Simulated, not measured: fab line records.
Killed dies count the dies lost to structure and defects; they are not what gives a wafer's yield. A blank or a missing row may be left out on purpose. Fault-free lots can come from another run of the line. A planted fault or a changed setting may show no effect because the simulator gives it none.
Matching of chambers -- flow n5-finfet -- N5_BEOL_M6_DESCUM_16 on rie-diel-02 has 4 sister chambers
The step chemistry O2, time 7.9 s. 33 wafers are shown with their chamber, then 12 later ones without.

== WAFERS, EACH WITH ITS CHAMBER ==
wafer,chamber,drypump-motor-current-A (A),showerhead-plenum-p-Torr (Torr),throttle-valve-pct (%)
L074.1,0,6.4,2.00,20.58
L074.3,0,6.4,2.00,20.59
L074.5,2,6.0,2.19,20.31
L076.3,2,6.0,2.19,20.32
L076.4,2,6.0,2.19,20.32
L076.6,0,6.4,1.99,20.58
L077.2,0,6.4,1.99,20.59
L077.4,1,6.2,2.24,20.19
L077.5,2,6.0,2.19,20.32
L078.1,1,6.2,2.24,20.21
L078.3,0,6.4,1.99,20.58
L078.5,1,6.2,2.24,20.21
L079.1,3,6.4,2.12,20.38
L079.2,2,6.0,2.19,20.34
L079.6,1,6.2,2.23,20.18
L080.2,2,6.0,2.19,20.34
L080.3,3,6.4,2.12,20.39
L080.4,0,6.4,1.99,20.61
L088.2,3,6.4,2.11,20.44
L088.3,0,6.4,1.98,20.64
L088.5,3,6.3,2.11,20.44
L095.2,0,6.4,1.98,20.65
L095.5,1,6.2,2.22,20.25
L095.6,2,6.0,2.18,20.39
L094.3,0,6.4,1.98,20.66
L094.4,1,6.2,2.22,20.25
L094.5,0,6.4,1.98,20.64
L085.2,3,6.3,2.11,20.43
L085.4,2,6.0,2.18,20.39
L085.6,3,6.4,2.11,20.45
L089.3,3,6.4,2.10,20.44
L089.5,2,6.0,2.18,20.38
L089.6,1,6.2,2.22,20.27

SIGNATURES, as means of the wafers listed above
reading,chamber 0,chamber 1,chamber 2,chamber 3,scatter within a chamber
drypump-motor-current-A,6.400,6.200,6.000,6.371,0.0222
showerhead-plenum-p-Torr,1.9880,2.2300,2.1867,2.1114,0.00753
throttle-valve-pct,20.6120,20.2229,20.3456,20.4243,0.0318
Rule: distance of a wafer from a chamber = root of the sum over the readings of ((wafer's reading minus chamber's mean) / reading's scatter) squared. The wafer belongs to the nearest chamber; if the next one is less than 2 further off, it can't be placed. The scatter: the root of (the sum of the squares of (reading less its chamber's mean) over the shown wafers, divided by (wafers less chambers)).

== WAFERS WITHOUT THEIR CHAMBER ==
wafer,drypump-motor-current-A (A),showerhead-plenum-p-Torr (Torr),throttle-valve-pct (%)
L092.2,6.0,2.18,20.40
L092.4,6.4,2.10,20.45
L092.6,6.0,2.18,20.39
L087.1,6.4,2.10,20.46
L087.2,6.4,1.98,20.66
L087.3,6.0,2.18,20.39
L096.1,6.3,2.10,20.44
L096.4,6.2,2.22,20.27
L096.5,6.0,2.17,20.40
L086.3,6.4,1.98,20.68
L086.4,6.4,2.10,20.46
L086.5,6.4,1.97,20.66

== WHICH CHAMBER EACH ONE RAN IN ==
wafer,from the rows above,in truth
L092.2,2,2
L092.4,3,3
L092.6,2,2
L087.1,3,3
L087.2,0,0
L087.3,2,2
L096.1,3,3
L096.4,1,1
L096.5,2,2
L086.3,0,0
L086.4,3,3
L086.5,0,0
Correct placement for 12 of the 12. Number that these rows cannot place: 0. Wrongly placed: 0.
